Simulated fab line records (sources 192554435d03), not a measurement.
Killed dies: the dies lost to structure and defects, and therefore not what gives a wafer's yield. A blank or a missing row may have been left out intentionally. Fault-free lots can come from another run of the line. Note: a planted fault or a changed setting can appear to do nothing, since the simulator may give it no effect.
Matching of chambers + flow n5-finfet + rie-diel-04 running N5_MIM_BOT_LITHO_DESCUM_10: 4 sister chambers
The step chemistry O2, time 7.9 s. 4 wafers are shown with their chamber, then 12 later ones without.

EACH WAFER AND ITS CHAMBER
| wafer  | chamber | drypump-motor-current-A (A) |
|--------|---------|-----------------------------|
| L087.6 | 3       | 5.7                         |
| L092.2 | 1       | 5.4                         |
| L092.4 | 2       | 6.4                         |
| L092.6 | 0       | 6.1                         |

WAFERS WHOSE CHAMBER IS MISSING
| wafer  | drypump-motor-current-A (A) |
|--------|-----------------------------|
| L093.1 | 5.7                         |
| L093.5 | 5.4                         |
| L093.6 | 6.2                         |
| L094.2 | 6.1                         |
| L094.3 | 5.4                         |
| L094.5 | 6.4                         |
| L095.1 | 5.6                         |
| L095.2 | 5.4                         |
| L095.4 | 5.4                         |
| L097.2 | 5.7                         |
| L097.3 | 6.4                         |
| L097.6 | 5.6                         |

THE CHAMBER EACH PASSED THROUGH
| wafer  | from the rows above     | in truth |
|--------|-------------------------|----------|
| L093.1 | 3                       | 3        |
| L093.5 | 1                       | 1        |
| L093.6 | can't be placed: 0 or 2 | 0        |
| L094.2 | 0                       | 0        |
| L094.3 | 1                       | 1        |
| L094.5 | 2                       | 2        |
| L095.1 | can't be placed: 3 or 1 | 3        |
| L095.2 | 1                       | 1        |
| L095.4 | 1                       | 1        |
| L097.2 | 3                       | 3        |
| L097.3 | 2                       | 2        |
| L097.6 | can't be placed: 3 or 1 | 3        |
Placed correctly: 9 of 12. Can't be placed from these rows: 3 (the true chamber is among the candidates in 3). Placed wrongly: 0.
How it was worked out, from the rows above alone: a wafer's distance from a chamber is the root of the sum, over the readings, of the square of ((its reading less the chamber's mean) divided by the reading's scatter). The wafer belongs to the nearest chamber; if the next one is less than 2 further off, it can't be placed. A chamber's mean is the mean of its shown wafers. The scatter: root of mean squared gap, hidden wafer to nearest shown wafer, with one shown wafer a chamber.
